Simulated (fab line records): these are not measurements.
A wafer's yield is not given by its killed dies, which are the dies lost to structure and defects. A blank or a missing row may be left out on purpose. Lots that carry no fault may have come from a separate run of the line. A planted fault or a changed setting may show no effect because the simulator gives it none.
Chamber matching | flow nandHarc | NHARC_A_STAIRCASE_DEP_156 on pecvd-02 has 3 sister chambers
The step deposits SiNx, target thk 50 nm. 3 wafers are shown with their chamber, then 8 later ones without.

## EACH WAFER AND ITS CHAMBER
wafer  | chamber | heaterPowerW (W)
L081.4 | 0       | 799
L086.6 | 1       | 724
L088.2 | 2       | 785

## WAFERS WITH NO CHAMBER GIVEN
wafer  | heaterPowerW (W)
L088.3 | 661
L088.6 | 773
L089.1 | 757
L089.2 | 839
L089.5 | 749
L097.2 | 770
L097.4 | 867
L097.6 | 747

## EACH ONE'S CHAMBER
wafer  | from the rows above          | in truth
L088.3 | can't be placed: 1 or 2 or 0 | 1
L088.6 | can't be placed: 2 or 0 or 1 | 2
L089.1 | can't be placed: 2 or 1 or 0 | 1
L089.2 | can't be placed: 0 or 2 or 1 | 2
L089.5 | can't be placed: 1 or 2 or 0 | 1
L097.2 | can't be placed: 2 or 0 or 1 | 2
L097.4 | can't be placed: 0 or 2 or 1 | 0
L097.6 | can't be placed: 1 or 2 or 0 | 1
Correctly placed: 0 of 8. These rows do not allow placing 8 (true chamber among the candidates in 8). Number placed wrongly: 0.
How it was worked out, from the rows above alone: a wafer's distance from a chamber is the root of the sum, over the readings, of the square of ((its reading less the chamber's mean) divided by the reading's scatter). If the next closest chamber is less than 2 further off than the closest, the wafer can't be placed; otherwise it belongs to the closest. A chamber's mean is the mean of its shown wafers. The scatter: root of mean squared gap, hidden wafer to nearest shown wafer, with one shown wafer a chamber.
